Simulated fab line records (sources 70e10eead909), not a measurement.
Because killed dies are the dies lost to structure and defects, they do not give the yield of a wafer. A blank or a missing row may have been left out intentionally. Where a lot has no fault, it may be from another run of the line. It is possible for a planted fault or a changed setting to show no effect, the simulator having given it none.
Which of the tools did it? || flow nand harc || 18 wafers from 6 lots sampled at 5 of the route's 1302 steps

## WHAT THE GAUGES SHOWED, per wafer
NHARC_END_SORT_01.
{"lot": "L328", "measured": "day 29 17:32", "on": "prober-01", "killed at array": "144 113 151"}
{"lot": "L335", "measured": "day 32 18:16", "on": "prober-01", "killed at array": "48 64 48"}

## WHAT TOOL EACH LOT RAN ON (gives the tool, then ch and the chambers of the sampled wafers, and finally the start)
{"lot": "L317", "NHARC_A_WL_FILL_ETCHBACK_26": "rie si-03 ch 2,3, day 21 14:20", "NHARC_THIN_TSV_ETCH_15": "rie si-02 ch 1,2,3, day 24 06:11", "NHARC_THIN_TSV_DEP_47": "pecvd-02 ch 0,1,2, day 24 07:31", "NHARC_THIN_TSV_ETCHBACK_48": "rie diel-08 ch 0,3, day 24 07:49"}
{"lot": "L319", "NHARC_A_WL_FILL_ETCHBACK_26": "rie si-05 ch 1,3, day 22 09:56", "NHARC_THIN_TSV_ETCH_15": "rie si-04 ch 2,3, day 24 21:18", "NHARC_THIN_TSV_DEP_47": "pecvd-02 ch 0,2, day 24 22:18", "NHARC_THIN_TSV_ETCHBACK_48": "rie diel-08 ch 1,2, day 24 22:44"}
{"lot": "L321", "NHARC_A_WL_FILL_ETCHBACK_26": "rie si-05 ch 0,2,3, day 23 08:16", "NHARC_THIN_TSV_ETCH_15": "rie si-06 ch 0,2,3, day 25 20:53", "NHARC_THIN_TSV_DEP_47": "pecvd-04 ch 0,1,2, day 25 22:01", "NHARC_THIN_TSV_ETCHBACK_48": "rie diel-08 ch 0,1, day 25 22:19"}
{"lot": "L328", "NHARC_A_WL_FILL_ETCHBACK_26": "rie si-05 ch 1,2,3, day 26 09:25", "NHARC_THIN_TSV_ETCH_15": "rie si-04 ch 0,1,3, day 29 02:38", "NHARC_THIN_TSV_DEP_47": "pecvd-02 ch 1,2, day 29 03:42", "NHARC_THIN_TSV_ETCHBACK_48": "rie diel-08 ch 1,2, day 29 04:01"}
{"lot": "L335", "NHARC_A_WL_FILL_ETCHBACK_26": "rie si-01 ch 0,3, day 29 11:10", "NHARC_THIN_TSV_ETCH_15": "rie si-04 ch 0,1,2, day 32 03:21", "NHARC_THIN_TSV_DEP_47": "pecvd-04 ch 0,1,2, day 32 04:22", "NHARC_THIN_TSV_ETCHBACK_48": "rie diel-01 ch 2,3, day 32 04:46"}
{"lot": "L337", "NHARC_A_WL_FILL_ETCHBACK_26": "rie si-03 ch 0,2, day 30 03:54", "NHARC_THIN_TSV_ETCH_15": "rie si-04 ch 0,3, day 32 20:41", "NHARC_THIN_TSV_DEP_47": "pecvd-02 ch 0,1,2, day 32 21:43", "NHARC_THIN_TSV_ETCHBACK_48": "rie diel-08 ch 0,1,2, day 32 22:09"}
- NHARC_A_WL_FILL_ETCHBACK_26: etches the open film in HBr, target depth 52 nm, time 13.3 s.
- NHARC_THIN_TSV_ETCH_15: target depth 3000 nm, bosch target overetch cycles 2, bosch etch step 2.8 s.
- NHARC_THIN_TSV_DEP_47: deposits SiO2, target thk 200 nm.
- NHARC_THIN_TSV_ETCHBACK_48: etches the open film in C4F8/Ar, target depth 1028.5 nm, time 405.17 s.

## THE ANSWER, worked out from the rows above alone
Rule: usual is defined by the lots themselves. Put in order of their means at a reading, lots are off if they are a third of the lots or fewer, leave a main group of 4 or more, and stand apart from it by a gap of 3 or more times the standard deviation of the main group's means; of several such gaps the widest counts. Not used: any main group whose means are identical at the precision the tables above print for the reading. Also off: a lot with no number at a reading for which 4 or more lots have one. All remaining lots with rows at the step are treated as sound.
No lot is off at any reading shown: from this, nothing can be told.

## WHAT THE SIMULATOR PUT IN
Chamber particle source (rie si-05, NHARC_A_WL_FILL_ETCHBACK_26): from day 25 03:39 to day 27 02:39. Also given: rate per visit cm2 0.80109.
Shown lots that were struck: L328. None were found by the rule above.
